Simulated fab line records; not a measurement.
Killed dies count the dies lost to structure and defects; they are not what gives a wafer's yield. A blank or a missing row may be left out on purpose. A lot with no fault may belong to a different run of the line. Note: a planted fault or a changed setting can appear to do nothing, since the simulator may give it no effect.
What tool caused it? :: flow nandHarc :: 36 wafers from 12 lots sampled at 6 of the route's 1302 steps

WHAT THE GAUGES READ, wafer by wafer
NHARC_P_ZERO_WELL_CD_MEAS_52 targets a cd of 2000 nm. Usual: cdNm reads 1999.6 nm (standard deviation 2.1).
lot: L928
measured: day 2 01:52
on: cdSem-02
cdNm (nm): 1997.9 2000.9 2001.3
flag: 

lot: L929
measured: day 2 11:51
on: cdSem-01
cdNm (nm): 1997.2 1998.2 2001.4
flag: 

lot: L930
measured: day 2 21:57
on: cdSem-01
cdNm (nm): 1999.7 2000.5 2000.6
flag: 

lot: L932
measured: day 3 17:51
on: cdSem-02
cdNm (nm): 2000.9 1999.0 2001.1
flag: 

lot: L933
measured: day 4 03:56
on: cdSem-02
cdNm (nm): 1999.7 2003.4 1999.8
flag: 

lot: L934
measured: day 4 14:02
on: cdSem-03
cdNm (nm): 1998.8 2000.1 1997.6
flag: 

lot: L937
measured: day 5 19:45
on: cdSem-01
cdNm (nm): 1997.1 1998.8 2001.8
flag: 

lot: L939
measured: day 6 15:37
on: cdSem-01
cdNm (nm): 1863.7 1863.6 1861.5
flag: OFF

lot: L942
measured: day 7 21:54
on: cdSem-01
cdNm (nm): 2002.7 2003.6 2000.9
flag: 

lot: L944
measured: day 8 17:52
on: cdSem-02
cdNm (nm): 1999.3 2002.0 1998.5
flag: 

lot: L949
measured: day 10 20:09
on: cdSem-01
cdNm (nm): 2002.2 1998.9 2002.5
flag: 

lot: L951
measured: day 11 15:53
on: cdSem-02
cdNm (nm): 1999.1 1995.1 1996.9
flag: 

NHARC_END_SORT_01. Usual: killedAtArray 58, standard deviation 22; killedAtOther 1.0, standard deviation 1.3; killedAtPeriphery 5, standard deviation 3.4; killedDies 64, standard deviation 22; killedOpen 3.6, standard deviation 1.8; killedShort 2.4, standard deviation 1.7.
lot: L939
measured: day 28 19:41
on: prober-01
killedAtArray: 32
killedAtOther: 1
killedAtPeriphery: 6
killedDies: 39
killedOpen: 5
killedShort: 2
flag: 

TOOL THAT RAN EACH LOT (tool first, then ch and the chambers of the sampled wafers, then the start)
lot: L928
NHARC_P_ZERO_WELL_EXPOSE_49: krfScanner-03 ch 0, day 2 01:43
NHARC_P_GATE_ALD_36: aldSin-01 ch 1,2, day 5 08:08
NHARC_P_GATE_STRIP_75: plasmaAsher-02 ch 0,1, day 5 19:34
NHARC_P_GATE_STRIP_112: plasmaAsher-02 ch 0,1, day 5 21:05

lot: L929
NHARC_P_ZERO_WELL_EXPOSE_49: krfScanner-04 ch 0, day 2 11:41
NHARC_P_GATE_ALD_36: aldSin-04 ch 0,2,3, day 5 07:40
NHARC_P_GATE_STRIP_75: plasmaAsher-02 ch 0,1, day 5 19:11
NHARC_P_GATE_STRIP_112: plasmaAsher-01 ch 0,1, day 5 20:43

lot: L930
NHARC_P_ZERO_WELL_EXPOSE_49: krfScanner-03 ch 0, day 2 21:48
NHARC_P_GATE_ALD_36: aldSin-03 ch 0,2,3, day 6 00:05
NHARC_P_GATE_STRIP_75: plasmaAsher-01 ch 0,1, day 6 09:19
NHARC_P_GATE_STRIP_112: plasmaAsher-01 ch 0,1, day 6 10:47

lot: L932
NHARC_P_ZERO_WELL_EXPOSE_49: krfScanner-04 ch 0, day 3 17:42
NHARC_P_GATE_ALD_36: aldSin-01 ch 0,1, day 6 21:24
NHARC_P_GATE_STRIP_75: plasmaAsher-01 ch 1, day 7 08:32
NHARC_P_GATE_STRIP_112: plasmaAsher-01 ch 0,1, day 7 09:50

lot: L933
NHARC_P_ZERO_WELL_EXPOSE_49: krfScanner-02 ch 0, day 4 03:47
NHARC_P_GATE_ALD_36: aldSin-03 ch 0,2,3, day 7 08:16
NHARC_P_GATE_STRIP_75: plasmaAsher-02 ch 0,1, day 7 18:35
NHARC_P_GATE_STRIP_112: plasmaAsher-02 ch 0,1, day 7 20:06

lot: L934
NHARC_P_ZERO_WELL_EXPOSE_49: krfScanner-03 ch 0, day 4 13:53
NHARC_P_GATE_ALD_36: aldSin-04 ch 0,1,2, day 7 20:12
NHARC_P_GATE_STRIP_75: plasmaAsher-02 ch 0,1, day 8 07:40
NHARC_P_GATE_STRIP_112: plasmaAsher-02 ch 0,1, day 8 09:08

lot: L937
NHARC_P_ZERO_WELL_EXPOSE_49: krfScanner-04 ch 0, day 5 19:36
NHARC_P_GATE_ALD_36: aldSin-04 ch 1,2, day 8 20:37
NHARC_P_GATE_STRIP_75: plasmaAsher-01 ch 0,1, day 9 06:50
NHARC_P_GATE_STRIP_112: plasmaAsher-02 ch 0,1, day 9 08:23

lot: L939
NHARC_P_ZERO_WELL_EXPOSE_49: krfScanner-03 ch 0, day 6 15:28
NHARC_P_GATE_ALD_36: aldSin-03 ch 0,1, day 9 18:23
NHARC_P_GATE_STRIP_75: plasmaAsher-02 ch 0,1, day 10 05:47
NHARC_P_GATE_STRIP_112: plasmaAsher-02 ch 0,1, day 10 07:14

lot: L942
NHARC_P_ZERO_WELL_EXPOSE_49: krfScanner-03 ch 0, day 7 21:45
NHARC_P_GATE_ALD_36: aldSin-03 ch 0,2, day 11 10:09
NHARC_P_GATE_STRIP_75: plasmaAsher-01 ch 0,1, day 11 20:28
NHARC_P_GATE_STRIP_112: plasmaAsher-01 ch 0,1, day 11 21:49

lot: L944
NHARC_P_ZERO_WELL_EXPOSE_49: krfScanner-03 ch 0, day 8 17:43
NHARC_P_GATE_ALD_36: aldSin-01 ch 0,2,3, day 12 00:58
NHARC_P_GATE_STRIP_75: plasmaAsher-02 ch 1, day 12 12:22
NHARC_P_GATE_STRIP_112: plasmaAsher-01 ch 0,1, day 12 13:49

lot: L949
NHARC_P_ZERO_WELL_EXPOSE_49: krfScanner-04 ch 0, day 10 19:59
NHARC_P_GATE_ALD_36: aldSin-03 ch 0,1,2, day 13 18:05
NHARC_P_GATE_STRIP_75: plasmaAsher-02 ch 0,1, day 14 05:31
NHARC_P_GATE_STRIP_112: plasmaAsher-02 ch 0,1, day 14 06:58

lot: L951
NHARC_P_ZERO_WELL_EXPOSE_49: krfScanner-03 ch 0, day 11 15:44
NHARC_P_GATE_ALD_36: aldSin-03 ch 0,3, day 14 12:56
NHARC_P_GATE_STRIP_75: plasmaAsher-01 ch 0,1, day 15 00:20
NHARC_P_GATE_STRIP_112: plasmaAsher-02 ch 0,1, day 15 01:44
- NHARC_P_ZERO_WELL_EXPOSE_49: exposes mask P HVPW, target cd 2000 nm.
- NHARC_P_GATE_ALD_36: deposits SiNx, target thk 20 nm, pulse time 60 s, ald cycles 223.
- NHARC_P_GATE_STRIP_75: strips in O2.
- NHARC_P_GATE_STRIP_112: strips in N2/H2, time 200 s.

AS READ BY THE TOOLS THEMSELVES (means over the sampled wafers that have a number; for cases with no such wafer, the mark the record gives instead)
NHARC_P_ZERO_WELL_EXPOSE_49. Usual: focusOffsetNm 0.1 nm, standard deviation 0.55; stageVelMmS 500.04 mm/s, standard deviation 0.21.
lot: L928
tool: krfScanner-03
focusOffsetNm (nm): 0.1
stageVelMmS (mm/s): 500.02
flag: 

lot: L929
tool: krfScanner-04
focusOffsetNm (nm): -0.9
stageVelMmS (mm/s): 500.03
flag: 

lot: L930
tool: krfScanner-03
focusOffsetNm (nm): -0.2
stageVelMmS (mm/s): 499.75
flag: 

lot: L932
tool: krfScanner-04
focusOffsetNm (nm): 0.2
stageVelMmS (mm/s): 500.05
flag: 

lot: L933
tool: krfScanner-02
focusOffsetNm (nm): -0.3
stageVelMmS (mm/s): 500.11
flag: 

lot: L934
tool: krfScanner-03
focusOffsetNm (nm): -0.3
stageVelMmS (mm/s): 499.92
flag: 

lot: L937
tool: krfScanner-04
focusOffsetNm (nm): 0.1
stageVelMmS (mm/s): 500.04
flag: 

lot: L939
tool: krfScanner-03
focusOffsetNm (nm): -0.2
stageVelMmS (mm/s): 499.89
flag: 

lot: L942
tool: krfScanner-03
focusOffsetNm (nm): 0.4
stageVelMmS (mm/s): 499.88
flag: 

lot: L944
tool: krfScanner-03
focusOffsetNm (nm): 0.0
stageVelMmS (mm/s): 500.08
flag: 

lot: L949
tool: krfScanner-04
focusOffsetNm (nm): -0.3
stageVelMmS (mm/s): 500.24
flag: 

lot: L951
tool: krfScanner-03
focusOffsetNm (nm): -0.2
stageVelMmS (mm/s): 500.09
flag: 

NHARC_P_GATE_ALD_36. Usual: heaterPowerW 809 W, standard deviation 43; precursorPulseHeightRel 1.000, standard deviation 0.02.
lot: L928
tool: aldSin-01
heaterPowerW (W): 826
precursorPulseHeightRel: 1.009
flag: 

lot: L929
tool: aldSin-04
heaterPowerW (W): 752
precursorPulseHeightRel: 1.013
flag: 

lot: L930
tool: aldSin-03
heaterPowerW (W): 821
precursorPulseHeightRel: 0.999
flag: 

lot: L932
tool: aldSin-01
heaterPowerW (W): 815
precursorPulseHeightRel: 1.008
flag: 

lot: L933
tool: aldSin-03
heaterPowerW (W): 811
precursorPulseHeightRel: 1.009
flag: 

lot: L934
tool: aldSin-04
heaterPowerW (W): 768
precursorPulseHeightRel: 0.989
flag: 

lot: L937
tool: aldSin-04
heaterPowerW (W): 755
precursorPulseHeightRel: 1.016
flag: 

lot: L939
tool: aldSin-03
heaterPowerW (W): 806
precursorPulseHeightRel: 0.980
flag: 

lot: L942
tool: aldSin-03
heaterPowerW (W): 824
precursorPulseHeightRel: 1.007
flag: 

lot: L944
tool: aldSin-01
heaterPowerW (W): 848
precursorPulseHeightRel: 1.008
flag: 

lot: L949
tool: aldSin-03
heaterPowerW (W): 832
precursorPulseHeightRel: 0.992
flag: 

lot: L951
tool: aldSin-03
heaterPowerW (W): 795
precursorPulseHeightRel: 0.989
flag: 

NHARC_P_GATE_STRIP_75. Usual: drypumpMotorCurrentA 5.6 A, standard deviation 0.68; heaterPowerW 303 W, standard deviation 23.
lot: L928
tool: plasmaAsher-02
drypumpMotorCurrentA (A): 6.3
heaterPowerW (W): 288
flag: 

lot: L929
tool: plasmaAsher-02
drypumpMotorCurrentA (A): 6.3
heaterPowerW (W): 289
flag: 

lot: L930
tool: plasmaAsher-01
drypumpMotorCurrentA (A): 4.9
heaterPowerW (W): 321
flag: 

lot: L932
tool: plasmaAsher-01
drypumpMotorCurrentA (A): 4.7
heaterPowerW (W): 348
flag: 

lot: L933
tool: plasmaAsher-02
drypumpMotorCurrentA (A): 6.2
heaterPowerW (W): 295
flag: 

lot: L934
tool: plasmaAsher-02
drypumpMotorCurrentA (A): 6.3
heaterPowerW (W): 290
flag: 

lot: L937
tool: plasmaAsher-01
drypumpMotorCurrentA (A): 4.9
heaterPowerW (W): 317
flag: 

lot: L939
tool: plasmaAsher-02
drypumpMotorCurrentA (A): 6.3
heaterPowerW (W): 287
flag: 

lot: L942
tool: plasmaAsher-01
drypumpMotorCurrentA (A): 4.9
heaterPowerW (W): 315
flag: 

lot: L944
tool: plasmaAsher-02
drypumpMotorCurrentA (A): 6.4
heaterPowerW (W): 294
flag: 

lot: L949
tool: plasmaAsher-02
drypumpMotorCurrentA (A): 6.3
heaterPowerW (W): 311
flag: 

lot: L951
tool: plasmaAsher-01
drypumpMotorCurrentA (A): 4.9
heaterPowerW (W): 321
flag: 

NHARC_P_GATE_STRIP_112. Usual: drypumpMotorCurrentA 5.7 A, standard deviation 0.67; heaterPowerW 81 W, standard deviation 6.3.
lot: L928
tool: plasmaAsher-02
drypumpMotorCurrentA (A): 6.3
heaterPowerW (W): 77
flag: 

lot: L929
tool: plasmaAsher-01
drypumpMotorCurrentA (A): 4.9
heaterPowerW (W): 87
flag: 

lot: L930
tool: plasmaAsher-01
drypumpMotorCurrentA (A): 5.1
heaterPowerW (W): 80
flag: 

lot: L932
tool: plasmaAsher-01
drypumpMotorCurrentA (A): 4.9
heaterPowerW (W): 87
flag: 

lot: L933
tool: plasmaAsher-02
drypumpMotorCurrentA (A): 6.3
heaterPowerW (W): 77
flag: 

lot: L934
tool: plasmaAsher-02
drypumpMotorCurrentA (A): 6.3
heaterPowerW (W): 79
flag: 

lot: L937
tool: plasmaAsher-02
drypumpMotorCurrentA (A): 6.3
heaterPowerW (W): 77
flag: 

lot: L939
tool: plasmaAsher-02
drypumpMotorCurrentA (A): 6.2
heaterPowerW (W): 80
flag: 

lot: L942
tool: plasmaAsher-01
drypumpMotorCurrentA (A): 4.9
heaterPowerW (W): 83
flag: 

lot: L944
tool: plasmaAsher-01
drypumpMotorCurrentA (A): 5.1
heaterPowerW (W): 79
flag: 

lot: L949
tool: plasmaAsher-02
drypumpMotorCurrentA (A): 6.2
heaterPowerW (W): 83
flag: 

lot: L951
tool: plasmaAsher-02
drypumpMotorCurrentA (A): 6.3
heaterPowerW (W): 81
flag: 

THE ANSWER, worked out from the rows above alone
Rule: take the mean of a lot's wafers that have a number; if it is more than 3 standard deviations from the usual mean, the lot is off. Also off: a lot with no number at a reading for which 4 or more lots have one. All remaining lots with rows at the step are treated as sound. First the gauges in route order, then the tools' own readings, where a lot's mean is used as printed above. At the first step where some lot is off, the reading lying furthest off is the one used; lots without a number count as furthest.
Off: L939, at NHARC_P_ZERO_WELL_CD_MEAS_52 (cdNm).
A tool fits if, at a process step before that reading, it ran every lot that is off, and no sound lot after the first of them. Those tools and the gauges at NHARC_P_ZERO_WELL_CD_MEAS_52 are tried in the same way. No candidate that was tried fits.

WHAT HAD BEEN PUT IN BY THE SIMULATOR
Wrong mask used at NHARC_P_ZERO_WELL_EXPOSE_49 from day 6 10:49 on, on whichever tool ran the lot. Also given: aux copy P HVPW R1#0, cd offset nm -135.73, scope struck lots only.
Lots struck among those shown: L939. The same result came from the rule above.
